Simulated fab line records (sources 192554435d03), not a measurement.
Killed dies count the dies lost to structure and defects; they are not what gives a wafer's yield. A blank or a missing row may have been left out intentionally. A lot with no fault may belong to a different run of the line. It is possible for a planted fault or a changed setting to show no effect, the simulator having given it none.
Split-lot experiment || flow n5_finfet || 39 wafers read across 7 lots, on a route 1938 steps long

ON THE SPLIT
At N5_BEOL_M0_SAQP_ETCH_107 (etches SiNx in CH3F/O2, target depth 30 nm), the setting target_depth_a was moved away from the recipe's 300 angstrom on 12 of the 39 wafers read, by -30.6% to +26.9%. For the rest of the wafers, this setting stayed at what the recipe calls for.

The reading is taken at the split's own step.

THE READING
BEOL_M0_SAQP.feature_depth_nm (the simulator's own value, which no gauge read), in nm, at N5_BEOL_M0_SAQP_ETCH_107 (etches SiNx in CH3F/O2, target depth 30 nm). The file gives no usual value for it. The 27 wafers here that ran the recipe average 29.9 nm, standard deviation 0.45 nm.

{"wafer": "L076.1", "tool, chamber at the split": "rie_diel-04, 1", "target_depth_a as run, angstrom": 380.8, "against the recipe": "+26.9%", "BEOL_M0_SAQP.feature_depth_nm, nm": 39, "against lot-mates on the recipe": "+8.6"}
{"wafer": "L076.2", "tool, chamber at the split": "rie_diel-04, 0,3", "target_depth_a as run, angstrom": 300, "against the recipe": "recipe", "BEOL_M0_SAQP.feature_depth_nm, nm": 30.2, "against lot-mates on the recipe": "-"}
{"wafer": "L076.5", "tool, chamber at the split": "rie_diel-04, 0,3", "target_depth_a as run, angstrom": 300, "against the recipe": "recipe", "BEOL_M0_SAQP.feature_depth_nm, nm": 30.2, "against lot-mates on the recipe": "-"}
{"wafer": "L076.3", "tool, chamber at the split": "rie_diel-04, 2", "target_depth_a as run, angstrom": 300, "against the recipe": "recipe", "BEOL_M0_SAQP.feature_depth_nm, nm": 30.8, "against lot-mates on the recipe": "-"}
{"wafer": "L076.4", "tool, chamber at the split": "rie_diel-04, 3", "target_depth_a as run, angstrom": 380.8, "against the recipe": "+26.9%", "BEOL_M0_SAQP.feature_depth_nm, nm": 38.4, "against lot-mates on the recipe": "+8.0"}
{"wafer": "L076.6", "tool, chamber at the split": "rie_diel-04, 2", "target_depth_a as run, angstrom": 380.8, "against the recipe": "+26.9%", "BEOL_M0_SAQP.feature_depth_nm, nm": 38.8, "against lot-mates on the recipe": "+8.4"}
{"wafer": "L080.2", "tool, chamber at the split": "rie_diel-06, 2", "target_depth_a as run, angstrom": 300, "against the recipe": "recipe", "BEOL_M0_SAQP.feature_depth_nm, nm": 29.8, "against lot-mates on the recipe": "-"}
{"wafer": "L080.4", "tool, chamber at the split": "rie_diel-06, 0", "target_depth_a as run, angstrom": 300, "against the recipe": "recipe", "BEOL_M0_SAQP.feature_depth_nm, nm": 29.6, "against lot-mates on the recipe": "-"}
{"wafer": "L080.6", "tool, chamber at the split": "rie_diel-06, 1", "target_depth_a as run, angstrom": 300, "against the recipe": "recipe", "BEOL_M0_SAQP.feature_depth_nm, nm": 29.4, "against lot-mates on the recipe": "-"}
{"wafer": "L084.1", "tool, chamber at the split": "rie_diel-06, 3", "target_depth_a as run, angstrom": 300, "against the recipe": "recipe", "BEOL_M0_SAQP.feature_depth_nm, nm": 30, "against lot-mates on the recipe": "-"}
{"wafer": "L084.2", "tool, chamber at the split": "rie_diel-06, 2", "target_depth_a as run, angstrom": 300, "against the recipe": "recipe", "BEOL_M0_SAQP.feature_depth_nm, nm": 30.6, "against lot-mates on the recipe": "-"}
{"wafer": "L084.3", "tool, chamber at the split": "rie_diel-06, 0", "target_depth_a as run, angstrom": 208.1, "against the recipe": "-30.6%", "BEOL_M0_SAQP.feature_depth_nm, nm": 20.8, "against lot-mates on the recipe": -9.3}
{"wafer": "L084.4", "tool, chamber at the split": "rie_diel-06, 1", "target_depth_a as run, angstrom": 208.1, "against the recipe": "-30.6%", "BEOL_M0_SAQP.feature_depth_nm, nm": 20.6, "against lot-mates on the recipe": -9.5}
{"wafer": "L084.5", "tool, chamber at the split": "rie_diel-06, 2", "target_depth_a as run, angstrom": 208.1, "against the recipe": "-30.6%", "BEOL_M0_SAQP.feature_depth_nm, nm": 21, "against lot-mates on the recipe": -9.1}
{"wafer": "L084.6", "tool, chamber at the split": "rie_diel-06, 1", "target_depth_a as run, angstrom": 300, "against the recipe": "recipe", "BEOL_M0_SAQP.feature_depth_nm, nm": 29.8, "against lot-mates on the recipe": "-"}
{"wafer": "L087.1", "tool, chamber at the split": "rie_diel-06, 3,0,0", "target_depth_a as run, angstrom": 300, "against the recipe": "recipe", "BEOL_M0_SAQP.feature_depth_nm, nm": 29.4, "against lot-mates on the recipe": "-"}
{"wafer": "L087.4", "tool, chamber at the split": "rie_diel-06, 3,0,0", "target_depth_a as run, angstrom": 300, "against the recipe": "recipe", "BEOL_M0_SAQP.feature_depth_nm, nm": 29.4, "against lot-mates on the recipe": "-"}
{"wafer": "L087.5", "tool, chamber at the split": "rie_diel-06, 3,0,0", "target_depth_a as run, angstrom": 300, "against the recipe": "recipe", "BEOL_M0_SAQP.feature_depth_nm, nm": 29.4, "against lot-mates on the recipe": "-"}
{"wafer": "L087.2", "tool, chamber at the split": "rie_diel-06, 2", "target_depth_a as run, angstrom": 300, "against the recipe": "recipe", "BEOL_M0_SAQP.feature_depth_nm, nm": 29.8, "against lot-mates on the recipe": "-"}
{"wafer": "L087.3", "tool, chamber at the split": "rie_diel-06, 1,3", "target_depth_a as run, angstrom": 300, "against the recipe": "recipe", "BEOL_M0_SAQP.feature_depth_nm, nm": 29.2, "against lot-mates on the recipe": "-"}
{"wafer": "L087.6", "tool, chamber at the split": "rie_diel-06, 1,3", "target_depth_a as run, angstrom": 300, "against the recipe": "recipe", "BEOL_M0_SAQP.feature_depth_nm, nm": 29.2, "against lot-mates on the recipe": "-"}
{"wafer": "L088.1", "tool, chamber at the split": "rie_diel-02, 1,1,2", "target_depth_a as run, angstrom": 300, "against the recipe": "recipe", "BEOL_M0_SAQP.feature_depth_nm, nm": 30.2, "against lot-mates on the recipe": "-"}
{"wafer": "L088.5", "tool, chamber at the split": "rie_diel-02, 1,1,2", "target_depth_a as run, angstrom": 300, "against the recipe": "recipe", "BEOL_M0_SAQP.feature_depth_nm, nm": 30.2, "against lot-mates on the recipe": "-"}
{"wafer": "L088.6", "tool, chamber at the split": "rie_diel-02, 1,1,2", "target_depth_a as run, angstrom": 300, "against the recipe": "recipe", "BEOL_M0_SAQP.feature_depth_nm, nm": 30.2, "against lot-mates on the recipe": "-"}
{"wafer": "L088.2", "tool, chamber at the split": "rie_diel-02, 0", "target_depth_a as run, angstrom": 300, "against the recipe": "recipe", "BEOL_M0_SAQP.feature_depth_nm, nm": 29.8, "against lot-mates on the recipe": "-"}
{"wafer": "L088.3", "tool, chamber at the split": "rie_diel-02, 2", "target_depth_a as run, angstrom": 300, "against the recipe": "recipe", "BEOL_M0_SAQP.feature_depth_nm, nm": 30.4, "against lot-mates on the recipe": "-"}
{"wafer": "L088.4", "tool, chamber at the split": "rie_diel-02, 3", "target_depth_a as run, angstrom": 300, "against the recipe": "recipe", "BEOL_M0_SAQP.feature_depth_nm, nm": 29.4, "against lot-mates on the recipe": "-"}
{"wafer": "L091.1", "tool, chamber at the split": "rie_diel-04, 1", "target_depth_a as run, angstrom": 220.5, "against the recipe": "-26.5%", "BEOL_M0_SAQP.feature_depth_nm, nm": 22.8, "against lot-mates on the recipe": -7.5}
{"wafer": "L091.2", "tool, chamber at the split": "rie_diel-04, 2", "target_depth_a as run, angstrom": 300, "against the recipe": "recipe", "BEOL_M0_SAQP.feature_depth_nm, nm": 30.8, "against lot-mates on the recipe": "-"}
{"wafer": "L091.3", "tool, chamber at the split": "rie_diel-04, 3", "target_depth_a as run, angstrom": 300, "against the recipe": "recipe", "BEOL_M0_SAQP.feature_depth_nm, nm": 30.2, "against lot-mates on the recipe": "-"}
{"wafer": "L091.4", "tool, chamber at the split": "rie_diel-04, 0", "target_depth_a as run, angstrom": 220.5, "against the recipe": "-26.5%", "BEOL_M0_SAQP.feature_depth_nm, nm": 22, "against lot-mates on the recipe": -8.3}
{"wafer": "L091.5", "tool, chamber at the split": "rie_diel-04, 0", "target_depth_a as run, angstrom": 300, "against the recipe": "recipe", "BEOL_M0_SAQP.feature_depth_nm, nm": 30, "against lot-mates on the recipe": "-"}
{"wafer": "L091.6", "tool, chamber at the split": "rie_diel-04, 3", "target_depth_a as run, angstrom": 220.5, "against the recipe": "-26.5%", "BEOL_M0_SAQP.feature_depth_nm, nm": 22.4, "against lot-mates on the recipe": -7.9}
{"wafer": "L093.1", "tool, chamber at the split": "rie_diel-02, 2", "target_depth_a as run, angstrom": 208.5, "against the recipe": "-30.5%", "BEOL_M0_SAQP.feature_depth_nm, nm": 20.8, "against lot-mates on the recipe": -9.3}
{"wafer": "L093.2", "tool, chamber at the split": "rie_diel-02, 1,2", "target_depth_a as run, angstrom": 300, "against the recipe": "recipe", "BEOL_M0_SAQP.feature_depth_nm, nm": 30, "against lot-mates on the recipe": "-"}
{"wafer": "L093.5", "tool, chamber at the split": "rie_diel-02, 1,2", "target_depth_a as run, angstrom": 300, "against the recipe": "recipe", "BEOL_M0_SAQP.feature_depth_nm, nm": 30, "against lot-mates on the recipe": "-"}
{"wafer": "L093.3", "tool, chamber at the split": "rie_diel-02, 0", "target_depth_a as run, angstrom": 208.5, "against the recipe": "-30.5%", "BEOL_M0_SAQP.feature_depth_nm, nm": 20.4, "against lot-mates on the recipe": -9.7}
{"wafer": "L093.4", "tool, chamber at the split": "rie_diel-02, 0", "target_depth_a as run, angstrom": 208.5, "against the recipe": "-30.5%", "BEOL_M0_SAQP.feature_depth_nm, nm": 20.4, "against lot-mates on the recipe": -9.7}
{"wafer": "L093.6", "tool, chamber at the split": "rie_diel-02, 1", "target_depth_a as run, angstrom": 300, "against the recipe": "recipe", "BEOL_M0_SAQP.feature_depth_nm, nm": 30.2, "against lot-mates on the recipe": "-"}
The file does not say which wafer passed through which chamber wherever a row lists several chambers: such a row stands for several wafers.

THE FIT
A straight line over all 39 wafers: BEOL_M0_SAQP.feature_depth_nm changes by +0.306 nm for each +1% of target_depth_a; r = +1.00; the points scatter about the line by 0.46 nm.
The same after taking each lot's own level away (the mean of its wafers on the recipe; 39 wafers): +0.307 nm for each +1%; r = +1.00; scatter 0.28 nm.
The reading moves by 9.4 nm for the largest change in target_depth_a, on that fit.
From 29.40 to 30.40 nm: that is the span of the lots' own levels, equal to 2.2 times the standard deviation above.
Consequently the slope shifts little with the lot-to-lot level, the two slopes agreeing.
Check: for one of the wafers moved furthest among these (-30.6%), held out of the fit, the line's prediction against its lot-mates is -9.4 nm. It came out at -9.33 nm against them.

THE OTHER SPLITS THESE WAFERS WENT THROUGH
Other splits were also applied to these wafers ahead of the reading. Each is held against what the fit with the lots' levels taken away leaves over:
{"other split on the same wafers": "N5_HKMG_FIN_DEVELOP_48 develop_time_s", "wafers away from the commonest value": 15, "r with BEOL_M0_SAQP.feature_depth_nm (lot level and that fit taken away)": "+0.16"}
{"other split on the same wafers": "N5_MOL_CONTACT_COAG_ETCHBACK_135 time_s", "wafers away from the commonest value": 15, "r with BEOL_M0_SAQP.feature_depth_nm (lot level and that fit taken away)": -0.02}

FILE'S OWN FIT
BEOL_M0_SAQP.feature_depth_nm changes by +0.307 nm for each +1% of target_depth_a, r = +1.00.
